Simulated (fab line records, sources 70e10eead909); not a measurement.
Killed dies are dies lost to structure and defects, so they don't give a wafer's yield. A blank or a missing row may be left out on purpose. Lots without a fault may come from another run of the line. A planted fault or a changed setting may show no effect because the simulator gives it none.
Chamber matching | flow nand_harc | NHARC_A_STAIRCASE_ETCH_313 on rie_diel-01: 4 sister chambers
The step etches the open film in CF4/CHF3. 4 wafers are shown with their chamber, then 9 later ones without.

WAFERS WITH THEIR CHAMBER
wafer  | chamber | drypump_motor_current_A (A)
L077.3 | 1       | 5.3
L091.1 | 3       | 5.8
L091.3 | 2       | 6.4
L091.5 | 0       | 5.9

WAFERS WITHOUT THEIR CHAMBER
wafer  | drypump_motor_current_A (A)
L095.3 | 5.2
L095.4 | 6.4
L095.5 | 5.9
L097.4 | 6.4
L097.5 | 5.8
L097.6 | 6.4
L097.1 | 5.2
L097.2 | 5.8
L097.3 | 6.0

WHICH CHAMBER EACH WENT THROUGH
wafer  | from the rows above     | in truth
L095.3 | 1                       | 1
L095.4 | 2                       | 2
L095.5 | can't be placed: 0 or 3 | 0
L097.4 | 2                       | 2
L097.5 | can't be placed: 3 or 0 | 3
L097.6 | 2                       | 2
L097.1 | 1                       | 1
L097.2 | can't be placed: 3 or 0 | 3
L097.3 | can't be placed: 0 or 3 | 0
Placed correctly: 5 of 9. Can't be placed from these rows: 4 (the true chamber is among the candidates in 4). Placed wrongly: 0.
How it was worked out, from the rows above alone: a wafer's distance from a chamber is the root of the sum, over the readings, of the square of ((its reading less the chamber's mean) divided by the reading's scatter). The wafer belongs to the nearest chamber; if the next one is less than 2 further off, it can't be placed. A chamber's mean is the mean of its shown wafers. The scatter: with one shown wafer a chamber, the root of the mean of the squares of how far each hidden wafer lies from its nearest shown one.
